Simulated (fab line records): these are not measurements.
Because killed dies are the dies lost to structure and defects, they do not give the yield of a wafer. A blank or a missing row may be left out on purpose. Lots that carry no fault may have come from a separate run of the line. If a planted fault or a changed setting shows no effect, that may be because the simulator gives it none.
Chamber matching :: flow n5Finfet :: rieDiel-05 running N5_BEOL_M0_SAQP_STRIP_108: 4 sister chambers
The step strips in N2/H2. 8 wafers are shown with their chamber, then 10 later ones without.

== WAFERS PAIRED WITH THEIR CHAMBERS ==
wafer: L080.4
chamber: 0
drypumpMotorCurrentA (A): 5.8
throttleValvePct (%): 19.45

wafer: L080.6
chamber: 0
drypumpMotorCurrentA (A): 5.8
throttleValvePct (%): 19.45

wafer: L083.4
chamber: 3
drypumpMotorCurrentA (A): 5.2
throttleValvePct (%): 18.80

wafer: L086.1
chamber: 3
drypumpMotorCurrentA (A): 5.2
throttleValvePct (%): 18.81

wafer: L086.5
chamber: 2
drypumpMotorCurrentA (A): 6.0
throttleValvePct (%): 19.47

wafer: L086.6
chamber: 1
drypumpMotorCurrentA (A): 5.7
throttleValvePct (%): 19.53

wafer: L087.1
chamber: 2
drypumpMotorCurrentA (A): 6.0
throttleValvePct (%): 19.45

wafer: L087.2
chamber: 1
drypumpMotorCurrentA (A): 5.6
throttleValvePct (%): 19.52

== WAFERS WITH NO CHAMBER GIVEN ==
wafer: L087.5
drypumpMotorCurrentA (A): 5.2
throttleValvePct (%): 18.84

wafer: L088.1
drypumpMotorCurrentA (A): 5.2
throttleValvePct (%): 18.82

wafer: L088.3
drypumpMotorCurrentA (A): 5.6
throttleValvePct (%): 19.53

wafer: L088.6
drypumpMotorCurrentA (A): 6.0
throttleValvePct (%): 19.46

wafer: L091.1
drypumpMotorCurrentA (A): 6.0
throttleValvePct (%): 19.47

wafer: L091.2
drypumpMotorCurrentA (A): 5.2
throttleValvePct (%): 18.83

wafer: L091.6
drypumpMotorCurrentA (A): 5.8
throttleValvePct (%): 19.09

wafer: L092.1
drypumpMotorCurrentA (A): 5.6
throttleValvePct (%): 19.54

wafer: L092.2
drypumpMotorCurrentA (A): 6.0
throttleValvePct (%): 19.47

wafer: L092.6
drypumpMotorCurrentA (A): 5.1
throttleValvePct (%): 18.82

== CHAMBER TAKEN BY EACH ==
wafer: L087.5
from the rows above: 3
in truth: 3

wafer: L088.1
from the rows above: 3
in truth: 3

wafer: L088.3
from the rows above: 1
in truth: 1

wafer: L088.6
from the rows above: 2
in truth: 2

wafer: L091.1
from the rows above: 2
in truth: 2

wafer: L091.2
from the rows above: 3
in truth: 3

wafer: L091.6
from the rows above: 3
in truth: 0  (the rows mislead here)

wafer: L092.1
from the rows above: 1
in truth: 1

wafer: L092.2
from the rows above: 2
in truth: 2

wafer: L092.6
from the rows above: 3
in truth: 3
Correct placement for 9 of the 10. From these rows, 0 cannot be placed. Number placed wrongly: 1.
How it was worked out, from the rows above alone: a wafer's distance from a chamber is the root of the sum, over the readings, of the square of ((its reading less the chamber's mean) divided by the reading's scatter). The wafer belongs to the nearest chamber; if the next one is less than 2 further off, it can't be placed. Each chamber's mean is taken over the wafers shown for it. How the scatter is found: for the shown wafers, subtract from each reading the mean of its chamber, square and add these, divide the total by (wafers less chambers), then take the root.
